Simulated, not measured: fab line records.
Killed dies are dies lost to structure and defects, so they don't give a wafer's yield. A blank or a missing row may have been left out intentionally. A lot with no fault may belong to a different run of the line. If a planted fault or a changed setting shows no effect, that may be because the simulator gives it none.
A lot that was struck, set against a sound lot    flow n5 finfet    38 steps out of a route of 1938
Sound: these wafers, L438.1, L438.2, L438.6. Wafers L427.1, L427.2, L427.4 were the ones struck. The cause comes at the end.
Order at every step that has rows: each side's tool, ch and its chambers, its first start. Under that, the readings that differ: sound wafers    struck wafers    difference of the means    sigmas: that difference in standard deviations of wafers without a fault.
alike: a reading whose means differ by less than 2 such deviations, as well as words and numbers matching on both sides. not compared: withheld readings; readings where some wafer has no value; bounds like >300 that might hide an equal value; numbers whose values overlap and for which the record gives no deviation.
The two part at a step that has a row with sigmas, a row that says differs or no value, or rows on one side only. When numbers do not overlap yet have no deviation, they are printed without sigmas and do not part them. A reading missing from all wafers of one side parts the sides only when that side holds two or more wafers.

first, 9 steps without rows for these wafers: N5_DUMMY_REMOVAL_HM_STRIP_01 (strips SiNx in CH3F/O2, stops on poly-Si, target depth 4 nm, time 6.8 s); N5_DUMMY_REMOVAL_STRIP_10 (strips in N2/H2, time 40 s); N5_DUMMY_REMOVAL_PRECLEAN_07 (cleans in dHF, time 30 s); N5_DUMMY_REMOVAL_DUMMY_REMOVE_02 (chemistry TMAH, target poly-Si, stops on SiO2, target depth 142 nm, time 57 s, rinse time 30 s); N5_DUMMY_REMOVAL_PRECLEAN_08 (cleans in NF3:NH3, afs cycles 2, time 20 s, sublimation time 60 s); N5_DUMMY_REMOVAL_PRECLEAN_04 (cleans in DHF, time 37 s); N5_DUMMY_REMOVAL_SRD_05 (time 30 s); N5_HKMG_FIN_IL_REGROW_00 (material SiO2, chemistry O3, target thk 0.75 nm, time 30 s); N5_HKMG_FIN_HK_ALD_01 (deposits HfO2, target thk 1.6 nm, pulse time 3 s, purge time 3 s).
N5_HKMG_FIN_HK_ANNEAL_02: time 30 s.
  sound on rtp anneal-01 ch 0, day 9 13:04; struck on rtp anneal-02, day 6 19:16
  no value came back on the struck wafers for lamp power pct (%), lamp_zone_1_pct (%), lamp_zone_2_pct (%), wafer_temp_C_max; on the sound wafers lamp power pct (%) reads 8.86 8.75 8.81
then, 26 steps without rows for these wafers: N5_HKMG_FIN_ALD_74 (deposits La2O3, target thk 0.5 nm, pulse time 6 s, co reactant pulse time 1 s); N5_HKMG_FIN_ALD_75 (deposits Al2O3, target thk 1 nm, co reactant pulse time 1 s); N5_HKMG_FIN_COAT_41 (time 60 s, resist thk 300 nm); N5_HKMG_FIN_COAT_42 (time 60 s, resist thk 35 nm); N5_HKMG_FIN_COAT_43 (resist thk 90 nm); N5_HKMG_FIN_EBR_45; N5_HKMG_FIN_SOFTBAKE_44 (time 60 s); N5_HKMG_FIN_EXPOSE_46 (exposes mask NDIPOLE); N5_HKMG_FIN_PEB_47 (peb time 60 s); N5_HKMG_FIN_DEVELOP_48 (develop time 30 s); N5_HKMG_FIN_DESCUM_53 (chemistry O2, time 7.9 s); N5_HKMG_FIN_ETCH_54 (etches SiARC in CF4, target depth 45.5 nm, time 75.8 s); N5_HKMG_FIN_ETCH_55 (etches SOC in N2/H2, target depth 240 nm, time 300 s); N5_HKMG_FIN_STRIP_56 (strips in N2/H2); N5_HKMG_FIN_STRIP_57 (strips in CF4); N5_HKMG_FIN_ETCH_58 (etches SOC in N2/H2, target depth 215.8 nm, time 741 s); N5_HKMG_FIN_STRIP_93 (strips SOC in N2/H2, time 20 s); N5_HKMG_FIN_WET_ETCH_76 (etches Al2O3 in dNH4OH, stops on La2O3, target depth 2.25 nm, rinse time 30 s); N5_HKMG_FIN_STRIP_60 (strips in N2/H2, time 360 s); N5_HKMG_FIN_WET_ETCH_77 (etches La2O3 in dHCl, stops on HfO2, target depth 2 nm); N5_HKMG_FIN_WET_ETCH_78 (etches Al2O3 in dNH4OH, stops on La2O3, target depth 4.5 nm, rinse time 30 s); N5_HKMG_FIN_ALD_79 (deposits TiN, target thk 1.5 nm, pulse time 1 s, purge time 3 s); N5_HKMG_FIN_CVD_62 (deposits a-Si from Si2H6, target thk 3 nm, time 20.8 s); N5_HKMG_FIN_RTA_80 (time 2 s); N5_HKMG_FIN_PRECLEAN_64 (cleans in dHF, time 30 s); N5_HKMG_FIN_WET_ETCH_65 (etches a-Si in TMAH, stops on TiN, time 49 s, target depth 3 nm).
-- the record jumps here: 4 days lie between the struck wafers' starts before and after (it left off in module HKMG_FIN and takes up again in module BEOL_M4, whose first step shown is number 1111 of the route) --
N5_BEOL_M4_RC_MEAS_101:
  sound on prober-02 ch 0, day 13 19:26; struck on prober-01 ch 0, day 11 02:17
reading              sound           struck          difference  sigmas
RC_DENSE_N (ohm.um)  19.9 19.9 19.4  17.1 16.9 17.4  -2.6        -6
RC_N (ohm.um)        16.2 16.1 16.0  13.8 13.8 14.1  -2.2        -7
RS_SD_N (ohm/sq)     28.4 28.3 28.3  26.2 26.3 26.5  -2.0        -5
RS_SD_P (ohm/sq)     67.4 67.5 67.3  62.0 62.3 62.3  -5.2        -5
  alike: DIBL_N, DIBL_P, IOFF_N, IOFF_P, ION_N, ION_P, SS_N, SS_P, VT_N, VT_P
-- a jump in the record: the struck wafers' starts before and after are 5 days apart (it breaks off in module BEOL_M4 and resumes in module PASSIVATION, where the first step shown is number 1936 of the route) --
N5_PASSIVATION_PROBE_49:
  rows exist in the record for the struck wafers here (prober-01, day 16 00:31), but not for the sound ones

== WHERE THEY PART ==
Earliest at N5_HKMG_FIN_HK_ANNEAL_02; latest, in this record, at N5_PASSIVATION_PROBE_49.

WHY: whatever the simulator had introduced
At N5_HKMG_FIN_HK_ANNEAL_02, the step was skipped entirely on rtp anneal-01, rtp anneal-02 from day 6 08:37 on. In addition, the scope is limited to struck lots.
